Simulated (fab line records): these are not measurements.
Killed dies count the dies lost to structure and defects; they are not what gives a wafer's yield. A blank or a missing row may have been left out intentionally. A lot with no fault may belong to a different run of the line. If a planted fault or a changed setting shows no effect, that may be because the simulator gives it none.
What tool caused it?    flow n5-finfet    12 lots (36 wafers sampled), 1 step of a 1938-step route

## WHAT THE GAUGES SHOWED, per wafer
N5_DUMMY_GATE_CD_MEAS_24: target cd 15 nm.
lot   measured     on         cd-nm (nm)
L075  day 3 07:44  cd-sem-03  15.3 14.9 14.3
L077  day 4 00:19  cd-sem-01  14.5 13.6 14.0
L079  day 4 07:11  cd-sem-03  14.3 14.4 14.3
L081  day 4 17:34  cd-sem-03  14.7 14.3 15.1
L083  day 5 07:38  cd-sem-01  13.4 15.0 14.0
L085  day 5 19:43  cd-sem-01  14.3 14.4 14.1
L087  day 6 04:53  cd-sem-02  15.0 14.7 14.9
L089  day 6 17:50  cd-sem-01  13.8 14.0 14.0
L091  day 7 05:41  cd-sem-01  15.4 14.5 14.4
L093  day 7 16:55  cd-sem-02  15.0 14.9 15.5
L095  day 8 05:05  cd-sem-03  15.4 13.7 14.5
L097  day 8 20:02  cd-sem-02  15.2 15.2 14.4

## WHAT TOOL EACH LOT RAN ON (gives the tool, then ch and the chambers of the sampled wafers, and finally the start)
The record shows no process step preceding these readings.

## THE ANSWER, worked out from the rows above alone
Rule: the usual values come from the lots themselves. Put in order of their means at a reading, lots are off if they are a third of the lots or fewer, leave a main group of 4 or more, and stand apart from it by a gap of 3 or more times the standard deviation of the main group's means; of several such gaps the widest counts. The tables above print the reading to a certain number of digits; a main group whose means all agree to those digits is not used. A lot without any number at a reading at which 4 lots or more have one is off too. The other lots that the step has rows for count as sound.
Across all readings shown, no lot is off: no conclusion can be drawn from this.

## WHAT THE SIMULATOR HAD INSERTED
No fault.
